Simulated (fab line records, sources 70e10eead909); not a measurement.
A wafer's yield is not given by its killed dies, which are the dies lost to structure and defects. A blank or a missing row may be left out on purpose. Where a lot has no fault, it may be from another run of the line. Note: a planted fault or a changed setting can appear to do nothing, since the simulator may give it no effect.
Which of the tools did it? + flow nand-harc + 24 lots with 72 wafers sampled at 3 steps, on a route of 1159 steps

== WHAT EACH GAUGE READ, for each wafer ==
NHARC_A_M0_OVL_MEAS_10: pitch 160 nm. Usual: overlay-x-nm 0.2 nm, standard deviation 0.73; overlay-y-nm 0.3 nm, standard deviation 0.74.
| lot  | measured     | on         | overlay-x-nm (nm) | overlay-y-nm (nm) | flag |
|------|--------------|------------|-------------------|-------------------|------|
| L075 | day 17 11:16 | overlay-02 | -0.4 0.2 -0.2     | 0.8 0.3 0.3       |      |
| L074 | day 17 20:11 | overlay-01 | 1.2 0.8 1.1       | 0.2 0.3 0.6       |      |
| L077 | day 18 04:50 | overlay-01 | -0.6 0.1 0.2      | 1.3 0.5 0.6       |      |
| L076 | day 18 10:26 | overlay-01 | -0.8 0.2 -0.1     | -0.4 -0.6 -0.5    |      |
| L078 | day 18 13:56 | overlay-01 | 2.0 1.8 1.7       | -1.1 -0.5 -0.9    |      |
| L080 | day 18 18:31 | overlay-01 | 0.9 0.2 0.5       | 1.1 1.4 1.0       |      |
| L079 | day 18 18:47 | overlay-02 | -0.2 -0.1 -0.3    | 1.3 0.9 1.1       |      |
| L083 | day 19 05:55 | overlay-02 | -0.3 -0.6 -0.6    | -0.4 -0.8 -0.7    |      |
| L082 | day 19 12:01 | overlay-02 | 1.1 0.7 0.3       | 0.8 1.0 0.7       |      |
| L081 | day 19 18:20 | overlay-01 | -0.1 -0.3 -0.5    | -0.8 -2.0 -1.2    |      |
| L085 | day 19 19:59 | overlay-01 | -0.7 -0.5 -0.4    | 0.3 0.2 0.3       |      |
| L084 | day 19 22:03 | overlay-01 | 0.0 0.0 0.3       | 1.7 1.0 0.9       |      |
| L088 | day 20 05:40 | overlay-01 | 0.2 -0.5 -0.1     | 0.3 0.6 -0.4      |      |
| L087 | day 20 09:56 | overlay-02 | -1.2 -0.8 -1.5    | 0.5 0.6 0.6       |      |
| L090 | day 20 22:46 | overlay-02 | -0.5 -0.1 -1.2    | -0.5 -0.5 0.0     |      |
| L086 | day 21 00:19 | overlay-02 | 0.9 0.6 0.3       | -0.8 -0.8 -0.5    |      |
| L089 | day 21 02:06 | overlay-01 | 0.6 1.0 1.5       | 1.4 1.6 1.7       |      |
| L091 | day 22 00:27 | overlay-01 | -0.5 -0.3 -0.6    | 0.5 0.3 0.3       |      |
| L092 | day 22 01:28 | overlay-02 | -0.4 0.0 -0.1     | 1.1 1.0 0.9       |      |
| L093 | day 22 01:56 | overlay-02 | 0.1 1.0 0.6       | 0.8 0.5 0.4       |      |
| L096 | day 23 02:09 | overlay-01 | 2.0 1.7 1.5       | -0.3 -0.1 0.6     |      |
| L094 | day 23 06:48 | overlay-02 | 0.7 1.1 0.9       | 0.9 0.8 0.8       |      |
| L095 | day 23 07:23 | overlay-02 | 0.4 0.4 0.5       | 0.2 0.6 0.8       |      |
| L097 | day 23 13:58 | overlay-02 | -0.6 0.4 0.6      | 0.1 0.3 -0.1      |      |

NHARC_A_M1_OVL_MEAS_10: pitch 240 nm. Usual: overlay-x-nm 0.0 nm, standard deviation 0.64; overlay-y-nm -0.4 nm, standard deviation 0.83.
| lot  | measured     | on         | overlay-x-nm (nm) | overlay-y-nm (nm) | flag |
|------|--------------|------------|-------------------|-------------------|------|
| L075 | day 17 15:23 | overlay-01 | 0.4 0.2 0.5       | 0.4 0.3 -0.1      |      |
| L074 | day 18 00:35 | overlay-02 | -0.1 0.0 -0.2     | -0.2 -0.6 -0.1    |      |
| L077 | day 18 08:46 | overlay-01 | 0.3 0.0 0.0       | -0.9 -1.0 -1.5    |      |
| L076 | day 18 14:49 | overlay-01 | -0.2 -0.5 -0.9    | 1.3 1.5 1.6       |      |
| L078 | day 18 17:59 | overlay-02 | 0.0 -0.5 0.1      | -0.5 -0.6 -0.9    |      |
| L080 | day 18 22:43 | overlay-02 | 0.5 0.1 0.3       | 0.7 1.1 0.5       |      |
| L079 | day 18 22:58 | overlay-02 | 0.1 1.2 0.6       | -0.8 -0.8 -0.7    |      |
| L083 | day 19 10:07 | overlay-01 | -0.7 -0.2 -0.3    | -0.9 -0.7 -0.5    |      |
| L082 | day 19 16:04 | overlay-01 | 0.3 0.2 -0.4      | -0.2 0.0 0.0      |      |
| L081 | day 19 22:35 | overlay-02 | 0.3 0.4 0.3       | -1.3 -1.9 -1.2    |      |
| L085 | day 20 00:05 | overlay-01 | -0.1 -0.2 0.0     | -0.2 -0.2 0.4     |      |
| L084 | day 20 02:23 | overlay-02 | 0.1 0.0 0.0       | -0.9 -1.0 -0.8    |      |
| L088 | day 20 09:47 | overlay-02 | -0.4 -0.3 0.3     | 0.6 0.8 0.8       |      |
| L087 | day 20 14:03 | overlay-02 | 0.1 -0.3 0.2      | -0.4 -1.2 -1.0    |      |
| L090 | day 21 02:52 | overlay-02 | 0.4 0.7 0.3       | -1.9 -2.1 -1.6    |      |
| L086 | day 21 04:24 | overlay-02 | -0.8 -0.7 -0.5    | -0.1 0.0 0.2      |      |
| L089 | day 21 06:19 | overlay-02 | -0.8 -1.2 -0.7    | -0.7 -0.8 -1.2    |      |
| L091 | day 22 04:31 | overlay-02 | 0.5 0.6 0.7       | 0.5 1.0 0.6       |      |
| L092 | day 22 05:36 | overlay-01 | -0.8 -1.0 -1.0    | -0.5 0.1 0.4      |      |
| L093 | day 22 06:19 | overlay-01 | -0.9 -0.9 -0.9    | -1.2 -0.8 -1.5    |      |
| L096 | day 23 06:17 | overlay-02 | 0.5 0.7 0.3       | -0.4 -0.4 -0.5    |      |
| L094 | day 23 11:02 | overlay-01 | -0.4 -0.8 -0.4    | -0.8 -1.2 -1.3    |      |
| L095 | day 23 11:29 | overlay-02 | 1.2 0.8 1.3       | -0.7 -0.7 0.0     |      |
| L097 | day 23 18:18 | overlay-02 | 0.1 0.5 -0.4      | 0.4 0.4 0.2       |      |

== WHAT TOOL EACH LOT RAN ON (gives the tool, then ch and the chambers of the sampled wafers, and finally the start) ==
| lot  | NHARC_A_M0_PRE_CLEAN_29                 |
|------|-----------------------------------------|
| L075 | pvd-sputter-03, day 17 15:23 or earlier |
| L074 | pvd-sputter-01, day 18 00:35 or earlier |
| L077 | pvd-sputter-02, day 18 08:46 or earlier |
| L076 | pvd-sputter-01, day 18 14:49 or earlier |
| L078 | pvd-sputter-01, day 18 17:59 or earlier |
| L080 | pvd-sputter-03, day 18 22:43 or earlier |
| L079 | pvd-sputter-01, day 18 22:58 or earlier |
| L083 | pvd-sputter-01, day 19 10:07 or earlier |
| L082 | pvd-sputter-03, day 19 16:04 or earlier |
| L081 | pvd-sputter-02, day 19 22:35 or earlier |
| L085 | pvd-sputter-03, day 20 00:05 or earlier |
| L084 | pvd-sputter-02, day 20 02:23 or earlier |
| L088 | pvd-sputter-02, day 20 09:47 or earlier |
| L087 | pvd-sputter-02, day 20 14:03 or earlier |
| L090 | pvd-sputter-02, day 21 02:52 or earlier |
| L086 | pvd-sputter-01, day 21 04:24 or earlier |
| L089 | pvd-sputter-02, day 21 06:19 or earlier |
| L091 | pvd-sputter-01, day 22 04:31 or earlier |
| L092 | pvd-sputter-02, day 22 05:36 or earlier |
| L093 | pvd-sputter-03, day 22 06:19 or earlier |
| L096 | pvd-sputter-02, day 23 06:17 or earlier |
| L094 | pvd-sputter-02, day 23 11:02 or earlier |
| L095 | pvd-sputter-01, day 23 11:29 or earlier |
| L097 | pvd-sputter-03, day 23 18:18 or earlier |
- NHARC_A_M0_PRE_CLEAN_29: time 30 s.

== AS READ BY THE TOOLS THEMSELVES (means over the sampled wafers that have a number; for cases with no such wafer, the mark the record gives instead) ==
NHARC_A_M0_PRE_CLEAN_29. Usual: heater-power-w 393 W, standard deviation 26.
| lot  | tool           | heater-power-w (W) | flag |
|------|----------------|--------------------|------|
| L075 | pvd-sputter-03 | 411                |      |
| L074 | pvd-sputter-01 | 406                |      |
| L077 | pvd-sputter-02 | 390                |      |
| L076 | pvd-sputter-01 | 390                |      |
| L078 | pvd-sputter-01 | 390                |      |
| L080 | pvd-sputter-03 | 348                |      |
| L079 | pvd-sputter-01 | 390                |      |
| L083 | pvd-sputter-01 | 404                |      |
| L082 | pvd-sputter-03 | 367                |      |
| L081 | pvd-sputter-02 | 387                |      |
| L085 | pvd-sputter-03 | 383                |      |
| L084 | pvd-sputter-02 | 382                |      |
| L088 | pvd-sputter-02 | 395                |      |
| L087 | pvd-sputter-02 | 386                |      |
| L090 | pvd-sputter-02 | 397                |      |
| L086 | pvd-sputter-01 | 396                |      |
| L089 | pvd-sputter-02 | 398                |      |
| L091 | pvd-sputter-01 | 388                |      |
| L092 | pvd-sputter-02 | 390                |      |
| L093 | pvd-sputter-03 | 385                |      |
| L096 | pvd-sputter-02 | 391                |      |
| L094 | pvd-sputter-02 | 397                |      |
| L095 | pvd-sputter-01 | 381                |      |
| L097 | pvd-sputter-03 | 391                |      |

== THE ANSWER, worked out from the rows above alone ==
Rule: lot off if the mean of its wafers having a number is beyond 3 standard deviations from the usual mean. Also off: a lot with no number at a reading for which 4 or more lots have one. Any other lot the step has rows for is counted as sound. The gauges are gone through in route order, then the tools' own readings, and for those a lot's mean is taken as printed above. The first step at which some lot is off is used, and at that step the reading that is off furthest; a lot without a number counts as furthest.
Nothing can be told from this: no lot is off at any reading shown.

== WHAT THE SIMULATOR HAD PUT IN ==
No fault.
